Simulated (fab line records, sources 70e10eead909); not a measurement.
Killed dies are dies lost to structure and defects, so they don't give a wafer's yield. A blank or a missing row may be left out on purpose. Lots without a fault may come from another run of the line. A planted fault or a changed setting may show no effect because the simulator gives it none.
One fault seen from 2 desks | flow nand_harc | each desk has only its own numbers; what lay behind them comes last

THE TOOL OWNER'S DESK: rie_diel-07
The tool's own readings at NHARC_A_M0_ETCH_34 (etches the open film in N2/H2, target depth 40 nm, overetch 12 nm, time 43.94 s): means of the sampled wafers that have a number, for each lot that ran on this tool. A lot is out of limits, marked OUT, if its mean lies more than 4 standard deviations from the usual mean; the brackets give that distance.
Columns: A = drypump_motor_current_A at NHARC_A_M0_ETCH_34, usual 5.8 A; B = n2_flow_sccm at NHARC_A_M0_ETCH_34, usual 149.9 sccm; C = oes_product_au at NHARC_A_M0_ETCH_34, usual 1.002 a.u.; D = rf_vpp_V at NHARC_A_M0_ETCH_34, usual 430.4 V; E = run_length_s at NHARC_A_M0_ETCH_34, usual 65.3 s; F = showerhead_plenum_p_Torr at NHARC_A_M0_ETCH_34, usual 2.03 Torr; G = throttle_valve_pct at NHARC_A_M0_ETCH_34, usual 14.171 %
lot  | first seen here | A   | B     | C     | D     | E               | F    | G
L600 | day 25 11:41    | 5.9 | 149.6 | 1.000 | 430.7 | 65.6            | 2.05 | 14.167
L608 | day 28 13:50    | 5.8 | 149.9 | 1.002 | 429.6 | 62.1 (-6.2) OUT | 2.02 | 14.172
L609 | day 28 22:07    | 5.8 | 149.8 | 1.010 | 430.5 | 62.4 (-5.8) OUT | 2.02 | 14.170
L618 | day 32 14:49    | 5.9 | 149.8 | 1.002 | 431.6 | 65.8            | 2.04 | 14.173
This desk's finding: out of limits on L608, L609; first on L608, day 28 13:50 (run_length_s at NHARC_A_M0_ETCH_34). In limits: L600, L618.

THE METROLOGY DESK
What the gauges read, lot by lot, whatever tool the lot ran on: means of the sampled wafers that have a number. A lot is out of limits, marked OUT, if its mean lies more than 4 standard deviations from the usual mean; the brackets give that distance.
Columns: A = cd_nm at NHARC_A_M0_CD_MEAS_16, usual 80.1 nm
lot  | first seen here | A
L596 | day 23 19:32    | 79.9
L599 | day 24 11:53    | 80.4
L597 | day 24 18:27    | 81.0
L600 | day 25 11:53    | 79.9
L608 | day 28 14:03    | 80.5
L609 | day 28 22:20    | 79.9
L611 | day 29 03:14    | 79.0
L612 | day 30 00:40    | 78.4
L617 | day 31 15:10    | 78.3
L618 | day 32 15:02    | 81.2
L619 | day 32 15:37    | 78.2
This desk's finding: nothing out of limits on any of the 11 lots.

PUT TOGETHER
The tool owner's desk could have raised an alarm at day 28 13:50, on L608, L609.
The metrology desk saw nothing out of limits.
The metrology desk has L608, L609 on record, within its limits.
Of the lots named, all ran NHARC_A_M0_ETCH_34 on rie_diel-07.

WHAT THE SIMULATOR HAD PUT IN
Process parameter drift: rie_diel-07, from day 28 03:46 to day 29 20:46, at NHARC_A_M0_ETCH_34. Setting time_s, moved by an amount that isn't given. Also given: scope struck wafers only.
Lots struck among those shown: L608, L609.
Hours from the fault's start to each desk's first reading out of limits: the tool owner's desk, 10.
